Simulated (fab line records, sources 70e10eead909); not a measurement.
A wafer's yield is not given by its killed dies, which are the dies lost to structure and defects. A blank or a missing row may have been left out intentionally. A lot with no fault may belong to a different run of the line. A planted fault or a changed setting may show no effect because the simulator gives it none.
Matching of chambers    flow nand_harc    3 sister chambers for NHARC_A_SGD_CUT_DEP_00 on pecvd-04
The step deposits SiNx, target thk 50 nm. 16 wafers are shown with their chamber, then 8 later ones without.

## EACH WAFER AND ITS CHAMBER
wafer   chamber  heater_power_outer_w (W)  heater_power_w (W)
L524.1  2        462                       737
L524.3  0        333                       587
L524.6  2        465                       738
L525.3  1        445                       687
L525.4  1        440                       676
L525.5  0        340                       600
L532.3  2        450                       696
L532.5  0        370                       622
L532.6  1        514                       760
L530.1  2        372                       590
L530.4  0        410                       657
L530.5  1        501                       779
L544.1  2        472                       730
L544.4  2        477                       750
L544.6  1        487                       712
L542.2  2        434                       701

SIGNATURES, as means of the wafers listed above
reading               chamber 0  chamber 1  chamber 2  scatter within a chamber
heater_power_outer_w  363.25     477.40     447.43     35.1
heater_power_w        616.50     722.80     706.00     47.2
Rule: for each reading, subtract the chamber's mean from the wafer's reading, divide by that reading's scatter and square the result; add these up over the readings and take the root, which gives the wafer's distance from the chamber. The wafer belongs to the nearest chamber; if the next one is less than 2 further off, it can't be placed. The scatter: take each reading less its chamber's mean, square it, sum over the shown wafers, divide by the number of wafers less the number of chambers, and take the root.

## WAFERS WITHOUT THEIR CHAMBER
wafer   heater_power_outer_w (W)  heater_power_w (W)
L542.3  444                       670
L542.5  449                       665
L545.1  493                       754
L545.2  405                       645
L545.4  521                       749
L543.4  336                       580
L543.5  404                       633
L543.6  444                       704

## CHAMBER TAKEN BY EACH
wafer   from the rows above           in truth
L542.3  can't be placed: 2 or 1 or 0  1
L542.5  can't be placed: 2 or 1 or 0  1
L545.1  can't be placed: 1 or 2       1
L545.2  can't be placed: 0 or 2 or 1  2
L545.4  can't be placed: 1 or 2       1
L543.4  0                             0
L543.5  can't be placed: 0 or 2 or 1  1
L543.6  can't be placed: 2 or 1       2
Correctly placed: 1 of 8. These rows do not allow placing 7 (true chamber among the candidates in 7). Wrongly placed: 0.
